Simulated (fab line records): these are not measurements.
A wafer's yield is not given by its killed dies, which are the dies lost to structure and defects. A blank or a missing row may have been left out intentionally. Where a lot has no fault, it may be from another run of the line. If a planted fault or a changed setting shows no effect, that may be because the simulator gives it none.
fab line records	flow n5_finfet
[record] lots = 6	wafers = 18	last_day = 16
route steps=1938 shown BEOL_M3@960 BEOL_M4@1111 PASSIVATION@1936
lots with no fault: from the same line, run without faults
start_h: hours from the record's first day to the start of the lot's first wafer shown	wait_h: how many hours have passed since the lot's step before this one	" repeats the value in the row above	L1.1+2: several wafers, shown together as one row	- no value, or no start was given	* or withheld: withheld	< > ~ a bound
route shown NAME@n: names a module that has steps shown in the file, with the first one's number in the route	usual: mean/standard deviation of fault-free wafers	same: alike in all rows	chamber/n: place in a boat	sites: per-site readings	_std_site: how widely they spread, as a standard deviation	_edge_site: outer sites' mean less inner sites'	radius_mm: for every site, how far away it sits from the centre of the wafer	mask NAME#n: copy n	behind: tool/chamber where the wafer was last shaped	hold: why the lot was held/for how many hours/how that ended	device: the transistor (n, p or np) that didn't switch	end of line: the tests these same wafers got at the end of their route	a step without rows: its recipe alone	killed: not the wafer's yield, but the dies lost to structure and defects at the first sort	map: a wafer's dies, x killed, . not, _ none there
set.NAME: the setting the step ran with; set.NAME@STEP: the setting that earlier step ran with	model.NAME: the simulator's own value behind a step, which no gauge read
lots at some steps of the route; a table a step, a row a wafer
services: the hour from which a tool's chamber was out of use, counted from the record's first day as start_h (under 0 if before that day), plus the number of hours and why
[[steps]]
[step N5_BEOL_M3_COAT_22]
[recipe] resist = CAR-EUV	spin_rpm = 1500	resist_thk_nm = 30
[step N5_BEOL_M3_EBR_24]
[recipe] solvent = PGMEA	ebr_width_mm = 1.5
[step N5_BEOL_M3_SOFTBAKE_23]
[recipe] temp_c = 110	time_s = 60	resist = CAR-EUV
[step N5_BEOL_M3_EXPOSE_25]
[recipe] mask_id = V2	na = 0.33	source_shape = quasar	sigma_inner = 0.2	sigma_outer = 0.8	polarization = unpolarized	defocus_nm = 5	dose_mj = 63
[step N5_BEOL_M3_PEB_26]
[recipe] peb_temp_c = 100	peb_time_s = 60	resist = CAR-EUV
[step N5_BEOL_M3_DEVELOP_27]
[recipe] develop_time_s = 30	developer = TMAH	resist = CAR-EUV	rinse_liquid = surfactant_rinse	dry = air_spin	dev_temp_c = 23
[step N5_BEOL_M3_CD_MEAS_28]
[recipe] target_cd_nm = 25.7	landing_energy_ev = 500	detector = se_inlens	target_cd_y_nm = 23.3	polarity = opening
[usual] cd_nm = 25.65/0.27
lot.wafer	tool	chamber	start_h	wait_h	cd_nm
L891.2	cd_sem-02	0	150.32	-	25.29
L891.3	"	0	"	"	25.71
L891.5	"	0	"	"	25.52
L899.1	cd_sem-01	0	188.33	-	25.93
L899.5	"	0	"	"	25.75
L899.6	"	0	"	"	25.53
L903.2	cd_sem-01	0	229.22	-	25.78
L903.4	"	0	"	"	25.86
L903.5	"	0	"	"	25.38
L908.1	cd_sem-01	0	251.97	-	25.79
L908.4	"	0	"	"	25.90
L908.6	"	0	"	"	25.75
L907.1	cd_sem-01	0	256.88	-	25.29
L907.2	"	0	"	"	25.60
L907.5	"	0	"	"	25.09
L910.1	cd_sem-03	0	264.40	-	25.33
L910.2	"	0	"	"	25.62
L910.4	"	0	"	"	26.06
[step N5_BEOL_M3_OVL_MEAS_29]
[recipe] points_per_wafer = 522
[usual] V2_OVL = -0.2/0.64
lot.wafer	tool	chamber	start_h	wait_h	V2_OVL[nm]
L891.2	overlay-01	0	150.36	0.0	0.0
L891.3	"	0	"	"	0.1
L891.5	"	0	"	"	0.3
L899.1	overlay-01	0	188.37	0.0	0.7
L899.5	"	0	"	"	0.4
L899.6	"	0	"	"	0.3
L903.2	overlay-02	0	229.26	0.0	0.4
L903.4	"	0	"	"	0.7
L903.5	"	0	"	"	0.2
L908.1	overlay-02	0	252.00	0.0	-1.2
L908.4	"	0	"	"	-0.6
L908.6	"	0	"	"	-1.3
L907.1	overlay-01	0	256.91	0.0	1.0
L907.2	"	0	"	"	0.5
L907.5	"	0	"	"	0.7
L910.1	overlay-02	0	264.43	0.0	-0.4
L910.2	"	0	"	"	-1.0
L910.4	"	0	"	"	-0.8
[step N5_BEOL_M3_INSPECT_30]
[recipe] mode = adi	inspect_instrument = brightfield
[usual] raw_defect_count = 415/95
lot.wafer	tool	chamber	start_h	wait_h	raw_defect_count
L891.2	defect_inspect-01	-	150.41	0.0	386
L891.3	"	-	"	"	430
L891.5	"	-	"	"	470
L899.1	defect_inspect-02	-	188.42	0.1	326
L899.5	"	-	"	"	286
L899.6	"	-	"	"	337
L903.2	defect_inspect-01	-	229.31	0.0	365
L903.4	"	-	"	"	348
L903.5	"	-	"	"	397
L908.1	defect_inspect-01	-	252.06	0.1	382
L908.4	"	-	"	"	406
L908.6	"	-	"	"	398
L907.1	defect_inspect-01	-	257.02	0.1	315
L907.2	"	-	"	"	400
L907.5	"	-	"	"	487
L910.1	defect_inspect-01	-	264.54	0.1	366
L910.2	"	-	"	"	225
L910.4	"	-	"	"	252
[step N5_BEOL_M3_DESCUM_33]
[recipe] chemistry = O2	time_s = 7	source_power_w = 50	bias_power_w = 20	pressure_mtorr = 20	rf_frequency_hz = 2.712e+07	temp_c = 40	resist = CAR-EUV	o2_flow_sccm = 225
[usual] bias_power_w = 19.99/0.066	drypump_motor_current_A = 5.7/0.45	oes_product_au = 0.84/0.064	rf_vpp_V = 243.0/1.2	showerhead_plenum_p_Torr = 2.08/0.055	throttle_valve_pct = 20.27/0.17
lot.wafer	tool	chamber	start_h	wait_h	bias_power_w	drypump_motor_current_A	oes_product_au	rf_hours_counter_h	rf_vpp_V	showerhead_plenum_p_Torr	throttle_valve_pct
L891.2	rie_diel-03	1	150.85	0.4	19.99	6.6	0.77	146	244.5	2.07	20.29
L891.3	"	2	"	"	20.01	5.8	0.79	99	244.5	2.11	20.20
L891.5	"	2	"	"	20.22	5.8	0.80	-	243.7	2.11	20.21
L899.1	rie_diel-01	1	188.57	0.1	19.97	5.4	0.87	35	242.6	2.06	20.03
L899.5	"	0	"	"	20.01	5.5	0.91	-	243.0	2.04	20.10
L899.6	"	1	"	"	19.96	5.4	0.88	-	241.5	2.06	20.03
L903.2	rie_diel-01	0	229.34	0.0	20.01	5.5	0.88	41	243.6	2.03	20.12
L903.4	"	1	"	"	19.96	5.4	0.84	49	243.7	2.05	20.06
L903.5	"	2	"	"	19.99	5.2	0.89	-	243.0	2.06	20.29
L908.1	rie_diel-01	0	252.09	0.0	19.97	5.5	0.87	48	242.0	2.03	20.14
L908.4	"	2	"	"	19.95	5.2	0.87	42	242.0	2.06	20.32
L908.6	"	1	"	"	20.03	5.4	0.84	-	242.2	2.05	20.07
L907.1	rie_diel-05	3	257.06	0.0	20.03	5.7	0.71	220	244.5	2.17	20.87
L907.2	"	1	"	"	19.99	6.0	1.01	4	243.3	2.14	19.95
L907.5	"	1	"	"	20.04	5.9	1.01	-	244.7	2.14	19.94
L910.1	rie_diel-01	1	264.58	0.0	20.03	5.4	0.84	59	241.7	2.05	20.07
L910.2	"	2	"	"	19.87	5.3	0.87	46	241.6	2.05	20.32
L910.4	"	0	"	"	20.14	5.5	0.87	51	241.8	2.03	20.14
[step N5_BEOL_M3_ETCH_77]
[recipe] chemistry = N2/H2	target = underlayer	target_depth_a = 65	mask_material = CAR-EUV	time_s = 5.2	ion_energy_ev = 200	pressure_mtorr = 30	source_w = 840	bias_w = 150	n2_flow_sccm = 200	h2_flow_sccm = 200	ends = cleared
[usual] drypump_motor_current_A = 5.7/0.46	etch_rf_on_time_s = 5.19/0.22	oes_product_au = 0.71/0.056	rf_vpp_V = 523.4/2.2	showerhead_plenum_p_Torr = 2.52/0.072	throttle_valve_pct = 17.63/0.26
lot.wafer	tool	chamber	start_h	wait_h	drypump_motor_current_A	etch_rf_on_time_s	oes_product_au	rf_hours_counter_h	rf_vpp_V	showerhead_plenum_p_Torr	throttle_valve_pct
L891.2	rie_diel-03	1	150.89	0.0	6.6	5.24	0.66	146	523.2	2.53	17.76
L891.3	"	2	"	"	5.8	5.36	0.65	99	521.8	2.57	17.63
L891.5	"	2	"	"	5.8	5.36	0.67	-	524.9	2.57	17.65
L899.1	rie_diel-01	1	188.61	0.0	5.4	5.55	0.72	35	521.0	2.48	17.28
L899.5	"	0	"	"	5.5	4.80	0.79	-	523.2	2.47	17.59
L899.6	"	1	"	"	5.4	5.50	0.72	-	523.6	2.48	17.27
L903.2	rie_diel-01	0	229.38	0.0	5.5	4.82	0.75	41	522.6	2.46	17.60
L903.4	"	1	"	"	5.4	5.54	0.69	49	524.8	2.48	17.31
L903.5	"	2	"	"	5.3	5.26	0.74	-	522.8	2.44	17.35
L908.1	rie_diel-01	0	252.13	0.0	5.5	4.73	0.77	48	521.6	2.46	17.64
L908.4	"	2	"	"	5.3	5.14	0.76	42	522.3	2.44	17.34
L908.6	"	1	"	"	5.4	5.49	0.69	-	522.2	2.47	17.36
L907.1	rie_diel-05	3	257.09	0.0	5.8	5.36	0.59	220	525.4	2.63	18.22
L907.2	"	1	"	"	6.0	5.34	0.82	4	524.8	2.59	17.22
L907.5	"	1	"	"	6.0	5.33	0.82	-	523.9	2.59	17.26
L910.1	rie_diel-01	1	264.61	0.0	5.4	5.54	0.69	59	521.9	2.47	17.31
L910.2	"	2	"	"	5.3	5.11	0.72	46	523.9	2.44	17.35
L910.4	"	0	"	"	5.5	4.86	0.75	51	522.2	2.46	17.63
[step N5_BEOL_M3_ETCH_69]
[recipe] chemistry = CF4	target = SiARC	target_depth_a = 156	mask_material = CAR-EUV	time_s = 26	ion_energy_ev = 80	pressure_mtorr = 40	source_w = 545	bias_w = 36	Ar_flow_sccm = 100	cf4_flow_sccm = 100	ends = cleared
[usual] cf4_flow_sccm = 100.0/0.31	drypump_motor_current_A = 5.7/0.45	etch_rf_on_time_s = 26.2/0.86	oes_product_au = 0.71/0.054	rf_vpp_V = 183.9/1.1	showerhead_plenum_p_Torr = 2.13/0.057	throttle_valve_pct = 15.42/0.2
lot.wafer	tool	chamber	start_h	wait_h	cf4_flow_sccm	drypump_motor_current_A	etch_rf_on_time_s	oes_product_au	rf_hours_counter_h	rf_vpp_V	showerhead_plenum_p_Torr	throttle_valve_pct
L891.2	rie_diel-03	1	150.90	0.0	99.8	6.6	26.2	0.66	146	183.1	2.13	15.62
L891.3	"	2	"	"	99.8	5.8	26.5	0.67	99	183.4	2.15	15.46
L891.5	"	2	"	"	99.9	5.8	26.5	0.67	-	185.8	2.15	15.45
L899.1	rie_diel-01	1	188.63	0.0	99.6	5.4	27.4	0.72	35	183.0	2.11	15.24
L899.5	"	0	"	"	100.2	5.5	24.4	0.78	-	183.5	2.09	15.28
L899.6	"	1	"	"	100.1	5.4	27.2	0.73	-	184.2	2.11	15.23
L903.2	rie_diel-01	0	229.39	0.0	100.3	5.5	24.7	0.76	41	182.4	2.08	15.29
L903.4	"	1	"	"	99.8	5.4	27.5	0.70	49	183.1	2.10	15.29
L903.5	"	2	"	"	100.1	5.2	26.4	0.75	-	183.1	2.08	15.23
L908.1	rie_diel-01	0	252.14	0.0	99.8	5.5	24.4	0.74	48	183.7	2.08	15.29
L908.4	"	2	"	"	99.2	5.3	26.3	0.74	42	183.0	2.08	15.22
L908.6	"	1	"	"	99.7	5.4	27.5	0.69	-	184.1	2.10	15.28
L907.1	rie_diel-05	3	257.11	0.0	100.5	5.8	27.0	0.59	220	185.0	2.21	16.04
L907.2	"	1	"	"	99.6	5.9	26.8	0.83	4	185.4	2.18	15.07
L907.5	"	1	"	"	99.8	5.9	26.7	0.83	-	184.4	2.18	15.08
L910.1	rie_diel-01	1	264.63	0.0	99.8	5.4	27.8	0.69	59	183.1	2.10	15.29
L910.2	"	2	"	"	100.2	5.3	26.7	0.73	46	184.1	2.08	15.26
L910.4	"	0	"	"	100.1	5.5	25.1	0.74	51	183.4	2.08	15.31
[step N5_BEOL_M3_ALD_98]
[recipe] material = SiO2	target_thk_a = 25	temp_c = 100	ald_precursor_family = BDEAS	ald_co_reactant = O2-plasma	pulse_time_s = 1	co_reactant_pulse_time_s = 1	purge_time_s = 2	co_reactant_purge_time_s = 2	ald_cycles = 17	pressure_torr = 2
[usual] ald_cycles = 17/0	heater_power_w = 78/7.9	precursor_pulse_height_rel = 1.000/0.019
lot.wafer	tool	chamber	start_h	wait_h	ald_cycles	heater_power_w	precursor_pulse_height_rel
L891.2	ald_sin-04	0	150.99	0.1	17	73	1.028
L891.3	"	1	"	"	17	70	1.017
L891.5	"	0	"	"	17	72	1.008
L899.1	ald_sin-02	2	188.92	0.3	17	87	1.017
L899.5	"	1	"	"	17	72	1.030
L899.6	"	2	"	"	17	86	0.989
L903.2	ald_sin-02	1	229.48	0.1	17	75	0.976
L903.4	"	2	"	"	17	88	0.997
L903.5	"	2	"	"	17	88	0.984
L908.1	ald_sin-03	2	252.55	0.4	17	75	1.029
L908.4	"	0	"	"	17	95	1.000
L908.6	"	3	"	"	17	66	0.990
L907.1	ald_sin-02	0	257.45	0.3	16	75	0.992
L907.2	"	3	"	"	17	71	1.019
L907.5	"	1	"	"	17	77	1.002
L910.1	ald_sin-02	0	264.71	0.1	16	75	0.996
L910.2	"	1	"	"	17	76	1.008
L910.4	"	3	"	"	17	71	0.990
[step N5_BEOL_M3_ETCHBACK_99]
[recipe] chemistry = CHF3	target = SiO2	target_depth_a = 50	time_s = 10.4	source_w = 215	bias_w = 47	Ar_flow_sccm = 200	CHF3_flow_sccm = 12	ion_energy_ev = 100	pressure_mtorr = 30
[usual] drypump_motor_current_A = 5.8/0.47	oes_product_au = 0.82/0.067	rf_vpp_V = 242/7.6	showerhead_plenum_p_Torr = 2.16/0.069	throttle_valve_pct = 16.97/0.17
lot.wafer	tool	chamber	start_h	wait_h	drypump_motor_current_A	oes_product_au	rf_hours_counter_h	rf_vpp_V	showerhead_plenum_p_Torr	throttle_valve_pct
L891.2	rie_diel-05	2	155.07	4.0	5.0	0.85	62	244	2.07	16.88
L891.3	"	3	"	"	5.8	0.71	195	255	2.24	17.49
L891.5	"	1	"	"	6.0	0.65	-	241	2.21	17.02
L899.1	rie_diel-01	2	196.29	7.3	5.3	0.89	25	248	2.11	16.75
L899.5	"	0	"	"	5.5	0.89	-	244	2.12	16.92
L899.6	"	3	"	"	6.0	0.85	-	229	2.22	17.12
L903.2	rie_diel-01	1	234.54	5.0	5.4	0.84	50	246	2.12	16.77
L903.4	"	3	"	"	6.0	0.83	67	227	2.22	17.16
L903.5	"	2	"	"	5.3	0.88	-	246	2.10	16.78
L908.1	rie_diel-03	1	254.69	2.1	6.6	0.74	180	247	2.12	17.07
L908.4	"	0	"	"	6.1	0.80	84	250	2.15	16.99
L908.6	"	0	"	"	6.1	0.81	-	251	2.15	17.01
L907.1	rie_diel-01	3	262.60	5.1	6.1	0.82	76	229	2.21	17.18
L907.2	"	0	"	"	5.5	0.87	51	245	2.12	16.95
L907.5	"	1	"	"	5.4	0.82	-	248	2.12	16.80
L910.1	rie_diel-03	1	272.18	7.4	6.6	0.74	186	246	2.11	17.09
L910.2	"	0	"	"	6.1	0.81	89	249	2.15	16.99
L910.4	"	3	"	"	6.5	0.85	58	238	2.30	17.02
[step N5_BEOL_M4_RC_MEAS_101]
[usual] DIBL_N = 37.2/2.5	DIBL_P = 38/3	IOFF_N = 0.17/0.044	IOFF_P = 0.24/0.059	ION_N = 667/13	ION_P = 461/7.9	SS_N = 71.8/0.86	SS_P = 73.6/0.92	VT_N = 250/4.1	VT_P = -249/3.9
lot.wafer	tool	chamber	start_h	wait_h	DIBL_N[mV/V]	DIBL_P[mV/V]	IOFF_N[nA/um]	IOFF_P[nA/um]	ION_N[uA/um]	ION_P[uA/um]	SS_N[mV/dec]	SS_P[mV/dec]	VT_N[mV]	VT_P[mV]
L891.2	prober-01	0	175.31	0.2	38.1	37	0.16	0.20	661	451	73.0	73.7	255	-253
L891.3	"	0	"	"	33.0	33	0.11	0.17	648	450	70.8	72.4	258	-253
L891.5	"	0	"	"	39.6	40	0.20	0.25	673	457	72.4	73.9	249	-250
L899.1	prober-02	0	216.35	0.0	34.9	33	0.10	0.18	653	456	71.6	72.5	257	-249
L899.5	"	0	"	"	39.0	39	0.18	0.28	681	467	71.6	74.6	249	-246
L899.6	"	0	"	"	35.7	34	0.12	0.20	665	461	71.2	73.0	255	-249
L903.2	prober-01	0	253.40	0.2	40.6	41	0.22	0.42	684	483	73.4	74.5	244	-238
L903.4	"	0	"	"	40.4	40	0.19	0.34	668	469	73.3	73.7	250	-241
L903.5	"	0	"	"	37.3	37	0.16	0.29	668	476	71.8	73.7	249	-242
L908.1	prober-02	0	271.83	0.0	37.2	36	0.15	0.23	654	457	71.6	73.5	253	-251
L908.4	"	0	"	"	38.8	39	0.17	0.27	652	459	72.4	74.6	251	-248
L908.6	"	0	"	"	34.4	33	0.12	0.20	640	451	71.1	71.8	258	-249
L907.1	prober-01	0	276.53	0.0	40.0	40	0.20	0.26	672	458	72.8	74.0	251	-247
L907.2	"	0	"	"	35.9	36	0.14	0.22	673	465	70.9	73.0	250	-250
L907.5	"	0	"	"	38.8	39	0.21	0.27	686	462	72.5	73.9	246	-249
L910.1	prober-01	0	287.56	0.0	37.8	39	0.18	0.26	665	455	71.2	74.3	251	-249
L910.2	"	0	"	"	32.8	34	0.11	0.17	665	457	69.9	72.4	255	-254
L910.4	"	0	"	"	38.9	41	0.22	0.31	675	470	72.3	75.3	249	-244
[step N5_PASSIVATION_PROBE_49]
[usual] defect_limited_yield = 91.5/1.4	killed_at_M0_to_M3 = 32/11	killed_at_M4_up = 12/4.4	killed_at_contacts = 13/6.1	killed_at_front_end = 39/12	killed_at_other = 3.9/3	killed_dies = 100/17	killed_open = 66/12	killed_short = 33/7.4	sort_bin_4_leakage = 0.03/0.14	sort_bin_5_function = 5.0/0.95	sort_bin_6_memory = 3.2/0.66	sort_n_pass = 1079/17	sort_yield_pct = 91.4/1.5
[same] gross_dies = 1180	killed_at_back_side = 0	sort_bin_8_speed[%] = 0
lot.wafer	tool	chamber	start_h	wait_h	defect_limited_yield[%]	killed_at_M0_to_M3	killed_at_M4_up	killed_at_contacts	killed_at_front_end	killed_at_other	killed_dies	killed_open	killed_short	sort_bin_4_leakage[%]	sort_bin_5_function[%]	sort_bin_6_memory[%]	sort_n_pass	sort_yield_pct[%]
L891.2	prober-02	-	283.05	0.1	89.7	47	8	26	37	3	121	72	42	0	5.8	3.3	1059	89.7
L891.3	prober-02	-	283.10	0.1	90.0	32	5	27	47	7	118	82	36	0	6.1	3.7	1062	90.0
L891.5	prober-02	-	283.20	0.2	89.7	31	13	18	51	9	122	74	48	0	6.5	3.5	1058	89.7
L899.1	prober-02	-	331.98	0.0	88.4	32	18	23	60	4	137	100	37	0	6.9	4.2	1043	88.4
L899.5	prober-02	-	332.18	0.2	89.9	22	11	20	63	3	119	81	38	0	4.7	5.1	1061	89.9
L899.6	prober-02	-	332.23	0.3	89.5	42	21	21	35	5	124	78	45	0	5.4	4.6	1056	89.5
L903.2	prober-02	-	353.66	0.1	90.4	33	15	12	46	7	113	81	29	0.34	5.4	3.9	1063	90.1
L903.4	prober-02	-	353.76	0.2	93.5	28	4	8	29	8	77	40	35	0	3.8	2.3	1103	93.5
L903.5	prober-02	-	353.81	0.2	90.0	36	9	12	50	11	118	80	35	0	5.8	3.8	1062	90.0
L908.1	prober-02	-	378.23	0.0	91.1	35	18	8	40	4	105	56	46	0	5.3	3.0	1075	91.1
L908.4	prober-02	-	378.38	0.2	91.4	37	10	9	45	1	102	64	38	0	5.4	3.0	1078	91.4
L908.6	prober-02	-	378.48	0.3	90.3	45	12	4	50	3	114	69	44	0	5.7	3.6	1066	90.3
L907.1	prober-01	-	392.11	0.0	92.0	32	14	19	27	2	94	57	37	0	4.7	3.2	1086	92.0
L907.2	prober-01	-	392.16	0.1	92.3	43	9	16	21	2	91	56	34	0	4.2	3.2	1089	92.3
L907.5	prober-01	-	392.31	0.2	92.3	22	17	13	35	4	91	57	33	0	4.4	3.1	1089	92.3
L910.1	prober-02	-	394.03	0.0	89.4	30	20	7	66	2	125	90	30	0	6.4	3.9	1055	89.4
L910.2	prober-02	-	394.08	0.1	91.9	24	20	9	41	2	96	66	24	0	5.5	2.1	1084	91.9
L910.4	prober-02	-	394.18	0.2	90.2	46	17	7	43	3	116	76	32	0	5.7	3.8	1064	90.2
// killed by level:class
L891.2 MOL_CONTACT_COAG:geometric_particle:open=21 BEOL_M0_SAQP:geometric_particle:open=14 BEOL_M1:geometric_particle:short=12 BEOL_M0_SAQP:geometric_particle:short=7 HKMG_FIN:area_etch=6 FIN_SAQP:geometric_particle:open=5 DUMMY_GATE:geometric_particle:open=5 ILD0:geometric_particle:open=5
L891.3 MOL_CONTACT_COAG:geometric_particle:open=22 BEOL_M0_SAQP:geometric_particle:open=10 FIN_SAQP:geometric_particle:open=9 SPACER0:geometric_particle:open=9 FIN_SAQP:geometric_particle:short=7 STI_FIN_REVEAL:geometric_particle:open=6 BEOL_M0_SAQP:geometric_particle:short=6 MOL_CONTACT_COAG:geometric_particle:short=5
L891.5 MOL_CONTACT_COAG:geometric_particle:open=15 STI_FIN_REVEAL:geometric_particle:open=13 FIN_SAQP:geometric_particle:open=10 BEOL_M1:geometric_particle:open=8 BEOL_M0_SAQP:geometric_particle:short=8 FIN_SAQP:geometric_particle:short=7 BEOL_M1:geometric_particle:short=6 GATE_CUT:geometric_particle:open=4
L899.1 MOL_CONTACT_COAG:geometric_particle:open=20 FIN_SAQP:geometric_particle:open=18 STI_FIN_REVEAL:geometric_particle:open=16 FIN_SAQP:geometric_particle:short=12 BEOL_M4:geometric_particle:open=9 BEOL_M0_SAQP:geometric_particle:short=7 BEOL_M0_SAQP:geometric_particle:open=6 BEOL_M2:geometric_particle:open=6
L899.5 STI_FIN_REVEAL:geometric_particle:open=27 MOL_CONTACT_COAG:geometric_particle:open=15 FIN_SAQP:geometric_particle:open=8 STI_FIN_REVEAL:geometric_particle:short=7 MOL_CONTACT_COAG:geometric_particle:short=5 FIN_SAQP:geometric_particle:short=4 BEOL_M0_SAQP:geometric_particle:short=4 DUMMY_GATE:geometric_particle:open=3
L899.6 MOL_CONTACT_COAG:geometric_particle:open=16 BEOL_M0_SAQP:geometric_particle:open=11 FIN_SAQP:geometric_particle:short=10 BEOL_M0_SAQP:geometric_particle:short=10 BEOL_M4:geometric_particle:open=9 FIN_SAQP:geometric_particle:open=8 BEOL_M1:geometric_particle:open=8 MOL_CONTACT_COAG:geometric_particle:short=5
L903.2 STI_FIN_REVEAL:geometric_particle:open=17 MOL_CONTACT_COAG:geometric_particle:open=10 BEOL_M1:geometric_particle:open=10 BEOL_M0_SAQP:geometric_particle:short=9 BEOL_M0_SAQP:geometric_particle:open=8 FIN_SAQP:geometric_particle:short=7 FIN_SAQP:geometric_particle:open=7 DUMMY_GATE:geometric_particle:open=4
L903.4 MOL_CONTACT_COAG:geometric_particle:open=6 BEOL_M0_SAQP:geometric_particle:short=6 BEOL_M0_SAQP:geometric_particle:open=6 BEOL_M2:geometric_particle:open=6 FIN_SAQP:geometric_particle:open=5 ILD0:geometric_particle:short=5 STI_FIN_REVEAL:geometric_particle:open=4 STI_FIN_REVEAL:geometric_particle:short=4
L903.5 STI_FIN_REVEAL:geometric_particle:open=19 BEOL_M3:geometric_particle:open=12 BEOL_M0_SAQP:geometric_particle:open=7 FIN_SAQP:geometric_particle:short=6 MOL_CONTACT_COAG:geometric_particle:open=6 STARTING-WAFER:geometric_particle:open=6 BEOL_M1:geometric_particle:open=5 ILD0:geometric_particle:open=4
L908.1 FIN_SAQP:geometric_particle:short=12 FIN_SAQP:geometric_particle:open=8 MOL_CONTACT_COAG:geometric_particle:open=8 BEOL_M0_SAQP:geometric_particle:short=8 BEOL_M0_SAQP:geometric_particle:open=7 STI_FIN_REVEAL:geometric_particle:open=6 BEOL_M5:geometric_particle:open=6 BEOL_M1:geometric_particle:open=4
L908.4 STI_FIN_REVEAL:geometric_particle:open=13 FIN_SAQP:geometric_particle:short=11 MOL_CONTACT_COAG:geometric_particle:open=7 FIN_SAQP:geometric_particle:open=6 BEOL_M2:geometric_particle:open=6 BEOL_M0_SAQP:geometric_particle:open=5 BEOL_M1:geometric_particle:short=5 BEOL_M3:geometric_particle:open=5
L908.6 FIN_SAQP:geometric_particle:open=11 FIN_SAQP:geometric_particle:short=11 BEOL_M0_SAQP:geometric_particle:open=10 BEOL_M0_SAQP:geometric_particle:short=10 BEOL_M1:geometric_particle:open=6 BEOL_M2:geometric_particle:open=6 GATE_CUT:geometric_particle:open=5 BEOL_M3:geometric_particle:open=5
L907.1 MOL_CONTACT_COAG:geometric_particle:open=14 BEOL_M0_SAQP:geometric_particle:short=8 GATE_CUT:geometric_particle:short=6 BEOL_M2:geometric_particle:open=6 BEOL_M4:geometric_particle:open=6 MOL_CONTACT_COAG:geometric_particle:short=5 STI_FIN_REVEAL:geometric_particle:open=4 GATE_CUT:geometric_particle:open=4
L907.2 MOL_CONTACT_COAG:geometric_particle:open=12 BEOL_M1:geometric_particle:open=11 BEOL_M0_SAQP:geometric_particle:short=8 BEOL_M0_SAQP:geometric_particle:open=8 GATE_CUT:geometric_particle:open=6 BEOL_M5:geometric_particle:open=5 BEOL_M3:geometric_particle:open=5 DUMMY_GATE:geometric_particle:open=4
L907.5 MOL_CONTACT_COAG:geometric_particle:open=10 BEOL_M4:geometric_particle:open=10 GATE_CUT:geometric_particle:short=8 FIN_SAQP:geometric_particle:short=6 BEOL_M3:geometric_particle:open=6 BEOL_M0_SAQP:geometric_particle:short=6 STI_FIN_REVEAL:geometric_particle:open=5 GATE_CUT:geometric_particle:open=5
L910.1 FIN_SAQP:geometric_particle:open=28 STI_FIN_REVEAL:geometric_particle:open=13 BEOL_M4:geometric_particle:open=7 DUMMY_GATE:geometric_particle:open=6 BEOL_M1:geometric_particle:open=6 FIN_SAQP:geometric_particle:short=5 MOL_CONTACT_COAG:geometric_particle:open=5 BEOL_M0_SAQP:geometric_particle:short=5
L910.2 STI_FIN_REVEAL:geometric_particle:open=15 FIN_SAQP:geometric_particle:open=9 BEOL_M4:geometric_particle:open=8 MOL_CONTACT_COAG:geometric_particle:open=6 GATE_CUT:geometric_particle:short=5 BEOL_M0_SAQP:geometric_particle:open=5 BEOL_M3:geometric_particle:open=5 BEOL_M0_SAQP:geometric_particle:short=4
L910.4 BEOL_M0_SAQP:geometric_particle:open=11 BEOL_M3:geometric_particle:open=11 STI_FIN_REVEAL:geometric_particle:open=10 BEOL_M4:geometric_particle:open=9 MOL_CONTACT_COAG:geometric_particle:open=6 BEOL_M0_SAQP:geometric_particle:short=6 FIN_SAQP:geometric_particle:short=5 DUMMY_GATE:geometric_particle:open=4
[[services]]
tool	chamber	start_h	hours	kind
ald_sin-03	-	129.82	1.7	repair
rie_diel-03	-	134.45	2.8	pm
rie_diel-05	-	139.00	2.8	pm
ald_sin-04	3	148.02	13.1	repair
ald_sin-02	-	155.19	0.6	repair
rie_diel-05	3	158.44	5.2	repair
ald_sin-03	-	176.92	14.0	pm
rie_diel-05	-	183.76	15.6	pm
rie_diel-05	0	200.72	8.9	repair
ald_sin-03	2	202.10	28.3	repair
rie_diel-05	1	203.12	7.6	repair
rie_diel-05	1	211.16	-	clean
rie_diel-05	1	211.16	-	consumable_replace:focus_ring
rie_diel-05	1	211.16	31.8	scheduled_down
rie_diel-05	1	211.16	31.8	vent_cycle
ald_sin-02	1	211.53	4.4	repair
rie_diel-05	3	215.05	2.0	repair
ald_sin-03	1	253.47	3.5	repair
ald_sin-02	0	254.11	2.8	repair
rie_diel-03	3	256.81	3.9	repair
ald_sin-02	-	268.25	14.0	pm
ald_sin-02	0	268.25	14.0	vent_cycle
ald_sin-02	1	268.25	14.0	vent_cycle
ald_sin-02	2	268.25	14.0	vent_cycle
[[key]]
[first_sign] step = N5_BEOL_M3_ALD_98	reading = ald_cycles	direction = down	sigmas = 99+	usual = *	struck = *
effect none on later readings
met_at N5_BEOL_M3_ALD_98
struck_wafers L907.1,L910.1
[fault] kind = process_parameter_drift	tool = ald_sin-02	chamber = 0	onset_h = 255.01	steps = N5_BEOL_M3_ALD_98	channel = ald_cycles	offset = *	shape = step	end_h = 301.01	acts_in = *	stated = *
